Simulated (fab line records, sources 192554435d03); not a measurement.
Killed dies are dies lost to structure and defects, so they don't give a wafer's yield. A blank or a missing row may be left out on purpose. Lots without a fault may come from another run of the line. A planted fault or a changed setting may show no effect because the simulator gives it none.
Chamber matching | flow n5_finfet | N5_BEOL_M12_DESCUM_33 on rie_diel-04: 4 sister chambers
The step chemistry O2, time 7.9 s. 4 wafers are shown with their chamber, then 10 later ones without.

WAFERS WITH THEIR CHAMBER
wafer  | chamber | drypump_motor_current_A (A)
L089.2 | 3       | 6.5
L089.4 | 0       | 5.7
L090.2 | 1       | 6.3
L090.4 | 2       | 4.9

WAFERS WITHOUT THEIR CHAMBER
wafer  | drypump_motor_current_A (A)
L090.5 | 5.8
L093.1 | 4.9
L093.5 | 6.4
L093.6 | 4.9
L094.2 | 4.9
L094.3 | 6.3
L094.4 | 6.6
L092.1 | 6.5
L092.4 | 6.4
L092.6 | 6.5

WHICH CHAMBER EACH WENT THROUGH
wafer  | from the rows above     | in truth
L090.5 | 0                       | 0
L093.1 | 2                       | 2
L093.5 | can't be placed: 3 or 1 | 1
L093.6 | 2                       | 2
L094.2 | 2                       | 2
L094.3 | 1                       | 1
L094.4 | 3                       | 3
L092.1 | 3                       | 3
L092.4 | can't be placed: 3 or 1 | 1
L092.6 | 3                       | 3
Placed correctly: 8 of 10. Can't be placed from these rows: 2 (the true chamber is among the candidates in 2). Placed wrongly: 0.
How it was worked out, from the rows above alone: a wafer's distance from a chamber is the root of the sum, over the readings, of the square of ((its reading less the chamber's mean) divided by the reading's scatter). The wafer belongs to the nearest chamber; if the next one is less than 2 further off, it can't be placed. A chamber's mean is the mean of its shown wafers. The scatter: with one shown wafer a chamber, the root of the mean of the squares of how far each hidden wafer lies from its nearest shown one.
